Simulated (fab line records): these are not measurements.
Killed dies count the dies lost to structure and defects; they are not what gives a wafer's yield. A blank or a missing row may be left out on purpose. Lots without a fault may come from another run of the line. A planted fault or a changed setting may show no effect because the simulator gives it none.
Chamber matching | flow n5-finfet | N5_BEOL_M12_VIA_ETCH_16 on rie-diel-03 has 4 sister chambers
The step etches SiOC in C4F8/O2/Ar, target depth 724.8 nm. 14 wafers are shown with their chamber, then 7 later ones without.

## EACH WAFER AND ITS CHAMBER
wafer  | chamber | throttle-valve-pct (%) | showerhead-plenum-p-Torr (Torr) | oes-product-au (a.u.)
L078.1 | 0       | 24.71                  | 3.42                            | 0.62
L078.2 | 3       | 23.77                  | 3.30                            | 0.73
L078.6 | 1       | 24.43                  | 3.45                            | 0.71
L080.1 | 1       | 24.46                  | 3.45                            | 0.71
L080.2 | 2       | 23.92                  | 3.36                            | 0.63
L080.6 | 3       | 23.76                  | 3.30                            | 0.73
L085.1 | 1       | 24.44                  | 3.44                            | 0.70
L085.2 | 0       | 24.73                  | 3.42                            | 0.61
L085.6 | 3       | 23.79                  | 3.30                            | 0.73
L088.2 | 3       | 23.78                  | 3.29                            | 0.72
L088.3 | 2       | 23.93                  | 3.36                            | 0.62
L088.6 | 0       | 24.76                  | 3.41                            | 0.61
L089.3 | 3       | 23.79                  | 3.29                            | 0.72
L089.4 | 0       | 24.74                  | 3.41                            | 0.61

SIGNATURES (means of the wafers above)
reading                  | chamber 0 | chamber 1 | chamber 2 | chamber 3 | scatter within a chamber
throttle-valve-pct       | 24.7350   | 24.4433   | 23.9250   | 23.7780   | 0.0158
showerhead-plenum-p-Torr | 3.4150    | 3.4467    | 3.3600    | 3.2960    | 0.00535
oes-product-au           | 0.6125    | 0.7067    | 0.6250    | 0.7260    | 0.00558
Rule: a wafer's distance from a chamber is the root of the sum, over the readings, of the square of ((its reading less the chamber's mean) divided by the reading's scatter). If the next closest chamber is less than 2 further off than the closest, the wafer can't be placed; otherwise it belongs to the closest. The scatter: take each reading less its chamber's mean, square it, sum over the shown wafers, divide by the number of wafers less the number of chambers, and take the root.

## WAFERS MISSING THEIR CHAMBER
wafer  | throttle-valve-pct (%) | showerhead-plenum-p-Torr (Torr) | oes-product-au (a.u.)
L089.6 | 23.82                  | 3.29                            | 0.72
L087.1 | 24.47                  | 3.44                            | 0.69
L087.3 | 23.79                  | 3.29                            | 0.72
L087.5 | 23.80                  | 3.29                            | 0.72
L090.1 | 23.80                  | 3.29                            | 0.72
L090.4 | 24.74                  | 3.41                            | 0.60
L090.6 | 23.96                  | 3.35                            | 0.61

## WHICH CHAMBER EACH ONE RAN IN
wafer  | from the rows above | in truth
L089.6 | 3                   | 3
L087.1 | 1                   | 1
L087.3 | 3                   | 3
L087.5 | 3                   | 3
L090.1 | 3                   | 3
L090.4 | 0                   | 0
L090.6 | 2                   | 2
7 of 7 placed correctly. From these rows, 0 cannot be placed. Placed wrongly: 0.
